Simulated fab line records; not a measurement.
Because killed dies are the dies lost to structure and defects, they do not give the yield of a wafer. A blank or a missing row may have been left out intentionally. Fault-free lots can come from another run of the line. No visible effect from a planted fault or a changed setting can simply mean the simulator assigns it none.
Comparing a struck lot with a sound one    flow nand-harc    14 steps out of a route of 1302
Sound: the wafers L651.3, L651.4, L651.5. Struck: wafer L660.2 (L660.1, L660.6, from the same lot, were not struck and are left out); the cause is given at the end.
At each step with rows: each side's tool, then ch and its chambers, then its first start. Under that, the readings that differ: sound wafers    struck wafers    difference of the means    sigmas: that difference in standard deviations of wafers without a fault.
alike: a reading whose means differ by less than 2 such deviations, as well as words and numbers matching on both sides. not compared: withheld readings; readings where some wafer has no value; bounds like >300 that might hide an equal value; numbers whose values overlap and for which the record gives no deviation.
Wherever a step has rows on one side only, a row that says differs or no value, or a row with sigmas, the two part there. Numbers that have no deviation but don't overlap get no sigmas and don't part them. A reading that every wafer of one side lacks parts them only if that side has two wafers or more.

first, 2 steps without rows for these wafers: NHARC_A_ONON_D1_ANNEAL_15 (time 3600 s); NHARC_A_ONON_D1_DEP_16 (target thk 1000 nm).
NHARC_A_ONON_D1_THK_MEAS_18: measures by ellipsometry.
  struck on film-metro-02, day 13 11:08; sound on film-metro-01, day 9 07:44
  alike: thk-nm
then, 1 step without rows for these wafers: NHARC_A_ONON_D1_DEP_19 (target thk 1000 nm).
NHARC_A_ONON_D1_THK_MEAS_21: measures by ellipsometry.
  struck on film-metro-02, day 13 11:43; sound on film-metro-02, day 9 08:17
  alike: thk-nm
then, 1 step without rows for these wafers: NHARC_A_ONON_D1_DEP_22 (target thk 1000 nm).
NHARC_A_ONON_D1_THK_MEAS_24: measures by ellipsometry.
  struck on film-metro-01, day 13 12:16; sound on film-metro-01, day 9 08:52
  alike: thk-nm
then, 1 step without rows for these wafers: NHARC_A_ONON_D1_DEP_25 (target thk 1000 nm).
NHARC_A_ONON_D1_THK_MEAS_27: measures by ellipsometry.
  struck on film-metro-02, day 13 12:50; sound on film-metro-01, day 9 09:26
  alike: thk-nm
then, 1 step without rows for these wafers: NHARC_A_ONON_D1_DEP_28 (target thk 1000 nm).
NHARC_A_ONON_D1_THK_MEAS_30: measures by ellipsometry.
  struck on film-metro-02, day 13 13:25; sound on film-metro-02, day 9 10:00
  alike: thk-nm
NHARC_A_ONON_D1_DEP_33: deposits SiO2, target thk 200 nm.
  sound on pecvd-01 ch 1,2, day 9 10:06; struck on pecvd-01 ch 2, day 13 13:31
reading                    sound              struck  difference  sigmas
mfc-precursor-sccm (sccm)  161.9 161.8 160.8  211.3   +49.8       +98
  alike: heater-power-w, throttle-valve-pct
NHARC_A_ONON_D1_THK_MEAS_34: measures by ellipsometry.
  struck on film-metro-02, day 13 14:04; sound on film-metro-01, day 9 10:28
reading      sound        struck  difference  sigmas
thk-nm (nm)  204 206 204  262     +57         +17
  not compared: hold
-- the record jumps here: 18 days lie between the struck wafers' starts before and after (it left off in module A_ONON_D1 and takes up again in module END, whose first step shown is number 1302 of the route) --
NHARC_END_SORT_01:
  at this point the record logs the struck wafers (prober-02 ch 0, day 31 07:00) and has no rows for the sound ones

## WHERE THEY PART
Earliest at NHARC_A_ONON_D1_DEP_33; latest, in this record, at NHARC_END_SORT_01.

WHY: what the simulator had put in
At NHARC_A_ONON_D1_DEP_33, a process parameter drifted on pecvd-01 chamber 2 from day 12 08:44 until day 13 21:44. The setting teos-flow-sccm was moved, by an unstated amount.
